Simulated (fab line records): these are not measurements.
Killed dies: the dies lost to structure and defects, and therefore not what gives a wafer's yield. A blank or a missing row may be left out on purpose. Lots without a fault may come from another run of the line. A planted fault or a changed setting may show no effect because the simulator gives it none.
Which tool is to blame? -- flow n5-finfet -- 72 wafers from 24 lots sampled at 5 of the route's 1938 steps

WHAT EACH GAUGE READ, for each wafer
N5_BEOL_M6_RS_MEAS_57: uses a four-point probe to measure.
lot,measured,on,M6_RS (ohm/sq)
L074,day 10 08:47,film-metro-01,0.294 0.283 0.282
L076,day 10 11:33,film-metro-01,0.278 0.289 0.284
L075,day 10 12:35,film-metro-01,0.279 0.288 0.285
L079,day 10 15:40,film-metro-01,0.293 0.285 0.287
L081,day 10 20:51,film-metro-02,0.285 0.281 0.286
L077,day 10 22:28,film-metro-02,0.300 0.283 0.287
L082,day 11 00:58,film-metro-01,0.282 0.268 0.276
L080,day 11 04:59,film-metro-02,0.283 0.278 0.286
L078,day 12 05:04,film-metro-01,0.284 0.278 0.268
L083,day 12 07:19,film-metro-01,0.283 0.289 0.269
L084,day 12 07:49,film-metro-01,0.275 0.272 0.277
L085,day 12 10:55,film-metro-02,0.266 0.273 0.276
L086,day 12 13:46,film-metro-01,0.285 0.299 0.290
L087,day 13 13:49,film-metro-02,0.294 0.284 0.277
L089,day 13 13:56,film-metro-01,0.301 0.296 0.295
L088,day 13 14:35,film-metro-02,0.281 0.296 0.286
L090,day 13 17:32,film-metro-02,0.291 0.302 0.297
L091,day 14 06:26,film-metro-01,0.273 0.280 0.279
L092,day 14 09:14,film-metro-01,0.288 0.280 0.275
L093,day 14 14:54,film-metro-01,0.296 0.284 0.289
L094,day 14 15:40,film-metro-01,0.289 0.284 0.300
L095,day 14 16:36,film-metro-01,0.281 0.276 0.287
L097,day 15 08:59,film-metro-02,0.276 0.294 0.272
L096,day 15 09:39,film-metro-01,0.277 0.302 0.296

N5_BEOL_M7_INSPECT_13: inspects for defects (brightfield).
lot,measured,on,raw-defect-count
L074,day 10 12:01,defect-inspect-01,298 569 448
L076,day 10 14:38,defect-inspect-01,424 496 441
L075,day 10 15:20,defect-inspect-01,365 288 347
L079,day 10 17:29,defect-inspect-02,434 518 396
L081,day 10 23:49,defect-inspect-01,446 395 375
L077,day 11 00:04,defect-inspect-01,425 605 608
L082,day 11 03:22,defect-inspect-02,519 607 425
L080,day 11 07:47,defect-inspect-01,366 354 347
L078,day 12 07:28,defect-inspect-01,355 425 371
L083,day 12 11:14,defect-inspect-02,326 301 295
L084,day 12 11:25,defect-inspect-01,442 355 575
L085,day 12 12:46,defect-inspect-02,338 459 342
L086,day 12 15:41,defect-inspect-01,272 441 368
L087,day 13 16:53,defect-inspect-01,406 571 391
L089,day 13 16:41,defect-inspect-01,360 388 454
L088,day 13 17:03,defect-inspect-02,456 378 349
L090,day 13 20:58,defect-inspect-01,531 711 469
L091,day 14 08:22,defect-inspect-01,552 364 394
L092,day 14 11:30,defect-inspect-01,543 368 300
L093,day 14 17:16,defect-inspect-01,435 351 348
L094,day 14 18:04,defect-inspect-02,335 496 333
L095,day 14 19:23,defect-inspect-01,374 483 421
L097,day 15 11:43,defect-inspect-01,373 430 367
L096,day 15 12:13,defect-inspect-01,560 481 365

N5_BEOL_M7_THK_MEAS_53: measures by xrf.
lot,measured,on,M7_THK (nm)
L074,day 10 16:44,film-metro-02,80.7 79.4 81.2
L076,day 10 19:39,film-metro-01,78.4 73.8 75.4
L075,day 10 23:04,film-metro-02,82.2 81.1 76.7
L079,day 11 00:01,film-metro-02,77.9 73.1 79.0
L081,day 11 06:47,film-metro-02,83.1 78.0 83.2
L077,day 11 07:04,film-metro-01,76.7 77.8 76.5
L082,day 11 08:00,film-metro-01,75.5 79.1 79.3
L080,day 11 15:54,film-metro-02,78.1 77.6 77.9
L078,day 12 13:11,film-metro-01,74.4 78.3 77.7
L083,day 12 17:49,film-metro-01,79.1 78.4 74.7
L084,day 12 18:05,film-metro-02,77.2 80.6 77.6
L085,day 12 18:17,film-metro-01,77.5 76.5 77.7
L086,day 12 20:43,film-metro-02,75.7 78.4 76.5
L087,day 13 23:28,film-metro-01,77.3 79.2 77.3
L089,day 13 23:07,film-metro-02,76.1 80.1 78.5
L088,day 13 23:43,film-metro-02,81.3 76.9 78.1
L090,day 14 01:22,film-metro-01,79.4 78.5 79.5
L091,day 14 14:30,film-metro-01,78.6 79.8 77.5
L092,day 14 17:36,film-metro-02,80.3 81.6 79.8
L093,day 14 22:43,film-metro-01,76.6 78.6 78.5
L094,day 15 00:34,film-metro-01,77.8 76.1 79.9
L095,day 15 04:07,film-metro-01,82.5 83.1 80.1
L097,day 15 20:16,film-metro-02,77.2 73.8 78.2
L096,day 15 20:34,film-metro-02,78.2 76.9 78.2

N5_BEOL_M8_THK_MEAS_01.
lot,measured,on,M8_ILD_THK (nm)
L074,day 10 18:00,film-metro-01,155.3 157.8 155.6
L076,day 10 20:25,film-metro-02,153.9 154.2 157.1
L075,day 10 23:50,film-metro-02,153.9 157.9 157.0
L079,day 11 01:55,film-metro-01,154.2 151.0 154.1
L081,day 11 07:35,film-metro-02,156.9 156.4 159.7
L077,day 11 08:38,film-metro-02,155.6 154.2 156.6
L082,day 11 09:35,film-metro-01,155.3 156.9 157.0
L080,day 11 16:40,film-metro-01,149.8 154.6 155.8
L078,day 12 14:28,film-metro-02,155.1 156.8 158.6
L083,day 12 18:35,film-metro-01,156.7 157.2 159.3
L084,day 12 18:51,film-metro-02,152.9 155.5 156.5
L085,day 12 19:22,film-metro-01,150.0 152.0 156.4
L086,day 12 21:58,film-metro-01,155.0 154.3 157.0
L087,day 14 00:24,film-metro-01,153.5 153.6 153.0
L089,day 13 23:55,film-metro-01,151.8 151.6 153.5
L088,day 14 00:29,film-metro-02,149.9 154.5 153.2
L090,day 14 02:10,film-metro-02,154.5 153.2 157.4
L091,day 14 15:46,film-metro-02,153.4 156.9 155.8
L092,day 14 18:26,film-metro-02,155.2 157.1 159.5
L093,day 14 23:29,film-metro-01,155.1 152.5 155.2
L094,day 15 01:30,film-metro-01,153.3 156.6 158.4
L095,day 15 04:53,film-metro-02,157.4 158.8 161.3
L097,day 15 21:02,film-metro-02,155.6 153.0 159.1
L096,day 15 21:20,film-metro-02,153.3 152.7 157.3

TOOL THAT RAN EACH LOT (tool first, then ch and the chambers of the sampled wafers, then the start)
lot,N5_BEOL_M7_ILD_DEP_00
L074,"pecvd-01 ch 0,1, day 10 08:52"
L076,"pecvd-01 ch 0,1, day 10 11:37"
L075,"pecvd-01 ch 0,1, day 10 12:40"
L079,"pecvd-01 ch 0,1, day 10 15:44"
L081,"pecvd-01 ch 0,2, day 10 20:55"
L077,"pecvd-02 ch 0,1,2, day 10 22:32"
L082,"pecvd-04 ch 0,1, day 11 01:02"
L080,"pecvd-02 ch 0,1,2, day 11 05:03"
L078,"pecvd-01 ch 0,1,2, day 12 05:08"
L083,"pecvd-02 ch 0,1, day 12 07:23"
L084,"pecvd-04 ch 1,2, day 12 07:53"
L085,"pecvd-01 ch 0,1,2, day 12 10:58"
L086,"pecvd-04 ch 1,2, day 12 13:50"
L087,"pecvd-01 ch 0,1, day 13 13:53"
L089,"pecvd-04 ch 1,2, day 13 14:00"
L088,"pecvd-01 ch 0,1,2, day 13 14:39"
L090,"pecvd-02 ch 0,1, day 13 17:37"
L091,"pecvd-04 ch 0,1,2, day 14 06:29"
L092,"pecvd-04 ch 1,2, day 14 09:17"
L093,"pecvd-01 ch 0,2, day 14 14:58"
L094,"pecvd-02 ch 0,2, day 14 15:44"
L095,"pecvd-04 ch 0,1,2, day 14 16:41"
L097,"pecvd-04 ch 1,2, day 15 09:03"
L096,"pecvd-04 ch 1,2, day 15 09:43"
- N5_BEOL_M7_ILD_DEP_00: deposits SiCOH lowk from DEMS/porogen, target thk 179.75 nm, time 33.4 s.

WHAT THE TOOLS THEMSELVES READ (means of the sampled wafers that have a number; where no wafer has one, the mark that the record gives instead)
N5_BEOL_M7_ILD_DEP_00.
lot,tool,heater-power-w (W),showerhead-plenum-p-Torr (Torr),showerhead-vpp-V (V),susceptor-temp-C (C),throttle-valve-pct (%)
L074,pecvd-01,261,5.722,1319,300.16,14.1
L076,pecvd-01,257,5.712,1367,300.04,14.1
L075,pecvd-01,261,5.705,1349,299.82,14.1
L079,pecvd-01,253,5.726,1317,299.99,14.4
L081,pecvd-01,294,5.720,1378,299.94,13.5
L077,pecvd-02,282,5.745,1436,299.98,13.8
L082,pecvd-04,389,5.733,1401,299.84,13.7
L080,pecvd-02,275,5.737,1427,299.87,13.9
L078,pecvd-01,277,5.724,1354,300.06,13.8
L083,pecvd-02,274,5.736,1522,300.16,14.0
L084,pecvd-04,289,5.731,1352,300.08,13.3
L085,pecvd-01,274,5.717,1338,299.99,13.8
L086,pecvd-04,352,5.728,1378,300.22,13.4
L087,pecvd-01,276,5.708,1355,299.95,14.2
L089,pecvd-04,331,5.737,1359,300.11,13.3
L088,pecvd-01,268,5.712,1346,300.00,13.7
L090,pecvd-02,301,5.737,1519,300.00,13.9
L091,pecvd-04,344,5.746,1379,300.08,13.8
L092,pecvd-04,328,5.724,1378,299.92,13.3
L093,pecvd-01,267,5.722,1360,300.15,13.4
L094,pecvd-02,284,5.756,1342,299.96,13.8
L095,pecvd-04,363,5.726,1368,300.06,13.5
L097,pecvd-04,348,5.727,1377,300.01,13.4
L096,pecvd-04,309,5.723,1379,300.09,13.6

THE ANSWER, worked out from the rows above alone
Rule: usual is defined by the lots themselves. Put in order of their means at a reading, lots are off if they are a third of the lots or fewer, leave a main group of 4 or more, and stand apart from it by a gap of 3 or more times the standard deviation of the main group's means; of several such gaps the widest counts. A main group is skipped when, at the precision printed for the reading in the tables above, its means are all equal. A lot without any number at a reading at which 4 lots or more have one is off too. Where the step has rows for the other lots, those lots are counted as sound. Order of review: gauges by route order, followed by the tools' own readings, for which a lot's mean as printed above is used. The first step at which some lot is off is used, and at that step the reading that is off furthest; a lot without a number counts as furthest.
No lot is off at any reading shown: from this, nothing can be told.

WHAT THE SIMULATOR HAD INSERTED
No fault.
